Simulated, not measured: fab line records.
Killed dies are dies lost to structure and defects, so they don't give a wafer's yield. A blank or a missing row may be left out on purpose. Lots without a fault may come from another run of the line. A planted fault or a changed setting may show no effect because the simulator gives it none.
fab line records | flow n5-finfet | part 2 of 2: steps 23 to 28 of 28
record: lots: 5 wafers: 15 last-day: 18
route steps=1938 shown BEOL_M4@1038
lots that met no fault: from a run of the same line without faults
start-h: hours from the record's opening day to when the first of the lot's shown wafers began | wait-h: hours from the lot's prior step to this one | " repeats the value in the row above | L1.1+2: a single row standing in for several wafers | - no value, or no start given | * or withheld: withheld | < > ~ a bound
route shown NAME@n: a module of which the file shows steps, and the number in the route of the first | usual: mean and standard deviation over wafers with no fault | same: alike in all rows | chamber/n: place in a boat | sites: readings site by site | _std_site: how widely they spread, as a standard deviation | _edge_site: the outer-site mean with the inner-site mean subtracted | radius-mm: how far each site lies from the wafer's centre | mask NAME#n: copy n | behind: the most recent tool/chamber to have shaped the wafer | hold: why the lot was held/for how many hours/how that ended | device: the n, p or np transistor that did not switch | end of line: the route-end tests of the same wafers | a step with no rows: only its recipe | killed: count of dies lost to structure and defects at first sort (not the wafer's yield) | map: shows each die of a wafer: x if killed, . if not, _ if none is there
set.NAME: the run value of the setting; set.NAME@STEP: its run value at that earlier step | model.NAME: the simulator's own value behind a step, which no gauge read
certain route steps with their lots: each step a table, each wafer a row
services: a tool's chamber out of use, with start hour (start-h, from the record's first day; less than 0 if before it), hours out, and reason
== steps ==
step: N5_BEOL_M4_ETCH_77
recipe: chemistry: N2/H2 target: underlayer target-depth-a: 65 mask-material: CAR-EUV time-s: 5.2 ion-energy-ev: 200 pressure-mtorr: 30 source-w: 840 bias-w: 150 n2-flow-sccm: 200 h2-flow-sccm: 200 ends: cleared
usual: drypump-motor-current-A: 5.8/0.56 etch-rf-on-time-s: 5.21/0.12 oes-product-au: 0.65/0.051 rf-vpp-V: 523.3/2.3 showerhead-plenum-p-Torr: 2.52/0.07 throttle-valve-pct: 17.9/0.31
columns lot.wafer tool chamber start-h wait-h drypump-motor-current-A etch-rf-on-time-s oes-product-au rf-hours-counter-h rf-vpp-V showerhead-plenum-p-Torr throttle-valve-pct
L075.1 rie-diel-04 2 160.97 0.0 6.2 5.07 0.75 40 522.0 2.48 17.5
L075.3 " 3 " " 5.3 5.19 0.65 160 521.1 2.44 18.1
L075.6 " 3 " " 5.3 5.15 0.65 - 521.0 2.44 18.1
L081.2 rie-diel-02 2 209.18 0.0 5.8 4.96 0.65 185 526.2 2.63 17.8
L081.4 " 3 " " 5.0 5.05 0.62 190 523.9 2.53 18.4
L081.5 " 0 " " 5.6 5.42 0.59 - 524.9 2.62 18.2
L085.2 rie-diel-02 2 222.83 0.0 5.9 5.02 0.63 191 525.4 2.63 17.8
L085.4 " 3 " " 5.0 5.09 0.61 - 521.9 2.53 18.4
L085.5 " 1 " " 6.6 5.14 0.61 - 524.8 2.53 18.2
L096.2 rie-diel-01 0 297.74 0.0 5.3 5.25 0.69 84 527.0 2.54 17.6
L096.5 " 3 " " 6.3 5.33 0.65 - 526.4 2.57 17.6
L096.6 " 0 " " 5.3 5.25 0.69 - 525.7 2.54 17.6
L097.1 rie-diel-04 3 303.31 0.0 5.3 5.14 0.62 213 519.8 2.42 18.2
L097.2 " 0 " " 6.8 5.22 0.58 245 519.8 2.38 18.2
L097.4 " 1 " " 6.0 5.19 0.81 6 521.3 2.50 18.0
step: N5_BEOL_M4_ETCH_69
recipe: chemistry: CF4 target: SiARC target-depth-a: 156 mask-material: CAR-EUV time-s: 26 ion-energy-ev: 80 pressure-mtorr: 40 source-w: 545 bias-w: 36 Ar_flow_sccm: 100 cf4-flow-sccm: 100 ends: cleared
usual: drypump-motor-current-A: 5.8/0.56 etch-rf-on-time-s: 26.0/0.51 oes-product-au: 0.65/0.051 rf-vpp-V: 183.8/1.1 showerhead-plenum-p-Torr: 2.12/0.055 throttle-valve-pct: 15.72/0.28
columns lot.wafer tool chamber start-h wait-h drypump-motor-current-A etch-rf-on-time-s oes-product-au rf-hours-counter-h rf-vpp-V showerhead-plenum-p-Torr throttle-valve-pct
L075.1 rie-diel-04 2 160.99 0.0 6.1 25.2 0.77 40 185.0 2.09 15.29
L075.3 " 3 " " 5.3 26.2 0.65 160 183.4 2.06 15.79
L075.6 " 3 " " 5.3 25.9 0.65 - 183.0 2.06 15.81
L081.2 rie-diel-02 2 209.20 0.0 5.8 25.3 0.64 185 186.1 2.21 15.63
L081.4 " 3 " " 5.0 25.5 0.63 190 183.8 2.13 16.10
L081.5 " 0 " " 5.6 26.9 0.59 - 186.5 2.19 15.97
L085.2 rie-diel-02 2 222.84 0.0 5.8 25.5 0.63 191 184.5 2.20 15.64
L085.4 " 3 " " 5.0 25.5 0.61 - 184.1 2.13 16.11
L085.5 " 1 " " 6.6 26.0 0.61 - 182.8 2.13 15.86
L096.2 rie-diel-01 0 297.76 0.0 5.3 26.3 0.70 84 182.6 2.16 15.64
L096.5 " 3 " " 6.2 26.5 0.65 - 183.1 2.16 15.24
L096.6 " 0 " " 5.3 26.3 0.69 - 185.3 2.16 15.61
L097.1 rie-diel-04 3 303.33 0.0 5.3 26.0 0.62 213 182.1 2.04 15.88
L097.2 " 0 " " 6.8 26.4 0.58 245 182.4 2.02 16.08
L097.4 " 1 " " 6.0 26.3 0.82 6 183.2 2.11 15.61
step: N5_BEOL_M4_ALD_98
recipe: material: SiO2 target-thk-a: 25 temp-c: 100 ald-precursor-family: BDEAS ald-co-reactant: O2-plasma pulse-time-s: 1 co-reactant-pulse-time-s: 1 purge-time-s: 2 co-reactant-purge-time-s: 2 ald-cycles: 17 pressure-torr: 2
usual: heater-power-outer-w: 41/4 heater-power-w: 78/6 precursor-pulse-height-rel: 1.002/0.019
same: ald-cycles: 17 pulse-time-s: 1
columns lot.wafer tool chamber start-h wait-h heater-power-outer-w heater-power-w precursor-pulse-height-rel
L075.1 ald-sin-01 0 161.07 0.1 40 84 1.008
L075.3 " 1 " " 42 78 1.013
L075.6 " 0 " " 41 84 0.975
L081.2 ald-sin-01 1 209.28 0.1 42 79 1.011
L081.4 " 0 " " 41 83 1.039
L081.5 " 0 " " 40 80 1.004
L085.2 ald-sin-03 2 222.93 0.1 42 73 1.010
L085.4 " 1 " " 44 82 1.024
L085.5 " 1 " " 43 82 1.015
L096.2 ald-sin-03 3 297.85 0.1 38 76 0.992
L096.5 " 3 " " 38 79 0.979
L096.6 " 0 " " 34 72 1.013
L097.1 ald-sin-01 0 303.41 0.1 42 82 1.002
L097.2 " 3 " " 36 75 0.993
L097.4 " 1 " " 41 80 0.979
step: N5_BEOL_M4_ETCHBACK_99
recipe: chemistry: CHF3 target: SiO2 target-depth-a: 50 time-s: 10.4 source-w: 215 bias-w: 47 Ar_flow_sccm: 200 CHF3_flow_sccm: 12 ion-energy-ev: 100 pressure-mtorr: 30
usual: drypump-motor-current-A: 5.8/0.55 oes_ar_750_au: 0.76/0.062 oes-product-au: 0.77/0.062 rf-vpp-V: 240/4.2 showerhead-plenum-p-Torr: 2.14/0.058 throttle-valve-pct: 17.17/0.26
same: time-s: 10.4
columns lot.wafer tool chamber start-h wait-h drypump-motor-current-A oes_ar_750_au oes-product-au rf-hours-counter-h rf-vpp-V showerhead-plenum-p-Torr throttle-valve-pct
L075.1 rie-diel-04 2 172.16 11.0 6.2 0.88 0.88 44 234 2.08 16.71
L075.3 " 3 " " 5.3 0.76 0.76 163 242 2.07 17.27
L075.6 " 3 " " 5.3 0.76 0.76 - 243 2.07 17.27
L081.2 rie-diel-04 2 210.10 0.8 6.1 0.86 0.86 58 235 2.08 16.74
L081.4 " 1 " " 6.0 0.70 0.71 228 242 2.12 17.44
L081.5 " 0 " " 6.8 0.71 0.71 - 243 2.04 17.47
L085.2 rie-diel-02 2 228.70 5.7 5.8 0.74 0.74 193 241 2.23 17.14
L085.4 " 1 " " 6.6 0.71 0.71 182 242 2.14 17.36
L085.5 " 1 " " 6.6 0.70 0.71 - 243 2.14 17.37
L096.2 rie-diel-04 1 301.03 3.1 6.0 0.97 0.97 4 243 2.11 17.04
L096.5 " 2 " " 6.1 0.82 0.81 - 234 2.07 16.80
L096.6 " 3 " " 5.3 0.72 0.73 - 241 2.05 17.35
L097.1 rie-diel-01 3 304.68 1.2 6.3 0.76 0.76 101 238 2.17 16.70
L097.2 " 1 " " 5.5 0.77 0.77 110 240 2.19 17.11
L097.4 " 0 " " 5.3 0.82 0.81 87 233 2.18 17.16
step: N5_BEOL_M4_ETCH_70
recipe: chemistry: N2/H2 target: SOC target-depth-a: 800 overetch-a: 240 mask-material: SiARC temp-c: 40 time-s: 130 ion-energy-ev: 200 pressure-mtorr: 30 source-w: 840 bias-w: 150 n2-flow-sccm: 200 h2-flow-sccm: 200
usual: drypump-motor-current-A: 5.8/0.55 oes-product-au: 0.56/0.047 rf-vpp-V: 523.6/2 showerhead-plenum-p-Torr: 2.53/0.067 throttle-valve-pct: 17.90/0.3
same: time-s: 130
columns lot.wafer tool chamber start-h wait-h drypump-motor-current-A oes-product-au rf-hours-counter-h rf-vpp-V showerhead-plenum-p-Torr throttle-valve-pct
L075.1 rie-diel-04 2 172.20 0.0 6.2 0.64 44 521.8 2.48 17.48
L075.3 " 3 " " 5.4 0.56 163 519.7 2.44 18.07
L075.6 " 3 " " 5.3 0.56 - 520.7 2.44 18.06
L081.2 rie-diel-04 2 210.14 0.0 6.2 0.62 58 522.1 2.47 17.52
L081.4 " 1 " " 6.0 0.52 228 523.0 2.51 18.32
L081.5 " 0 " " 6.8 0.53 - 520.8 2.40 18.07
L085.2 rie-diel-02 2 228.74 0.0 5.8 0.54 193 526.1 2.63 17.77
L085.4 " 1 " " 6.6 0.52 182 523.7 2.53 18.18
L085.5 " 1 " " 6.6 0.52 - 523.2 2.53 18.19
L096.2 rie-diel-04 1 301.06 0.0 6.0 0.72 4 521.9 2.50 17.90
L096.5 " 2 " " 6.1 0.59 - 521.3 2.46 17.57
L096.6 " 3 " " 5.3 0.53 - 519.6 2.42 18.15
L097.1 rie-diel-01 3 304.72 0.0 6.2 0.56 101 524.9 2.57 17.53
L097.2 " 1 " " 5.4 0.57 110 524.2 2.56 17.66
L097.4 " 0 " " 5.3 0.60 87 523.1 2.54 17.59
step: N5_BEOL_M4_STRIP_71
recipe: chemistry: N2/H2 temp-c: 40 n2-flow-sccm: 200 h2-flow-sccm: 200 rf-frequency-hz: 6e+07
columns lot.wafer tool chamber start-h wait-h
L075.1+3+6 rie-diel-04 2,3,3 172.28 0.0
L081.2+4+5 rie-diel-04 2,1,0 210.22 0.0
L085.2+4+5 rie-diel-02 2,1,1 228.82 0.0
L096.2+5+6 rie-diel-04 1,2,3 301.15 0.0
L097.1+2+4 rie-diel-01 3,1,0 304.81 0.0
== services ==
columns tool chamber start-h hours kind
ald-sin-01 2 138.37 4.5 repair
euv-scanner-01 - 142.15 0.2 repair
rie-diel-04 0 143.65 8.5 repair
rie-metal-03 0 159.23 2.2 repair
euv-scanner-02 - 175.99 1.0 pm
ald-sin-03 - 177.71 14.0 pm
euv-scanner-01 - 182.88 1.0 pm
rie-metal-03 0 202.61 15.0 repair
rie-diel-01 - 226.88 11.4 repair
euv-scanner-01 - 229.10 0.4 repair
euv-scanner-02 - 230.37 4.6 pm
euv-scanner-01 - 239.03 1.0 pm
ald-sin-03 - 241.59 6.1 pm
ald-sin-01 3 241.60 2.5 repair
euv-scanner-01 - 250.34 4.6 pm
rie-diel-02 0 269.78 9.7 repair
rie-diel-01 - 271.78 1.1 repair
rie-diel-04 1 272.31 - clean
rie-diel-04 1 272.31 - consumable-replace:focus-ring
rie-diel-04 1 272.31 14.9 scheduled-down
euv-scanner-02 - 288.29 1.0 pm
euv-scanner-01 - 295.18 1.0 pm
rie-diel-02 - 301.01 2.8 pm
ald-sin-03 2 302.24 16.0 repair
